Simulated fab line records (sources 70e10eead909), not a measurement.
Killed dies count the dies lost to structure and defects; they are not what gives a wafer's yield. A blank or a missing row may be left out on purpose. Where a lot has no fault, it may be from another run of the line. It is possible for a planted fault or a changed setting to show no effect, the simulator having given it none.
Comparing a struck lot with a sound one -- flow nand-harc -- 14 steps out of a route of 1302
Sound: the wafers L549.1, L549.4, L549.6. Wafers struck: L565.3, L565.4, L565.6. Last of all comes the cause.
At each step with rows: each side's tool, then ch and its chambers, then its first start. Under that, the readings that differ: sound wafers -- struck wafers -- difference of the means -- sigmas: that difference in standard deviations of wafers without a fault.
alike: a reading whose means differ by less than 2 such deviations, as well as words and numbers matching on both sides. not compared: withheld readings; readings where some wafer has no value; bounds like >300 that might hide an equal value; numbers whose values overlap and for which the record gives no deviation.
The two part at a step that has a row with sigmas, a row that says differs or no value, or rows on one side only. Non-overlapping numbers with no deviation appear without sigmas and do not part them. Lack of a reading on every wafer of one side parts them only where that side has two or more wafers.

NHARC_P_ZERO_WELL_INSPECT_43:
  sound on defect-inspect-02, day 3 19:24; struck on defect-inspect-01, day 10 11:34
  alike: raw-defect-count
then, 11 steps without rows for these wafers: NHARC_P_STI_ETCH_26 (etches SiO2 in dHF, target depth 11 nm); NHARC_P_STI_PRECLEAN_27 (cleans in SC1); NHARC_P_STI_SRD_28; NHARC_P_STI_OXIDE_29 (material SiO2, target thk 10 nm, ox time 1362 s); NHARC_P_STI_HM_DEP_30 (deposits Si3N4, target thk 80 nm, time 873 s); NHARC_P_STI_DEHYDRATE_01 (time 120 s); NHARC_P_STI_HMDS_02 (time 30 s); NHARC_P_STI_COAT_41 (time 65 s); NHARC_P_STI_COAT_03 (resist thk 600 nm); NHARC_P_STI_SOFTBAKE_04 (time 70 s); NHARC_P_STI_EBR_05.
NHARC_P_STI_EXPOSE_06: exposes mask P STI, target cd 200 nm.
  sound on krf-scanner-02 ch 0, day 4 11:58; struck on krf-scanner-02, day 11 04:43
  no value came back on the struck wafers for exposure-dose-mJ-cm2, focus-offset-nm (nm), reticle-temp-C (C); on the sound wafers exposure-dose-mJ-cm2 reads 37.71 37.64 37.68
  alike: mask
then, 1 step without rows for these wafers: NHARC_P_STI_PEB_07 (peb time 80 s).

## WHERE THEY PART
NHARC_P_STI_EXPOSE_06 only, going by this record.

WHY: the cause the simulator had injected
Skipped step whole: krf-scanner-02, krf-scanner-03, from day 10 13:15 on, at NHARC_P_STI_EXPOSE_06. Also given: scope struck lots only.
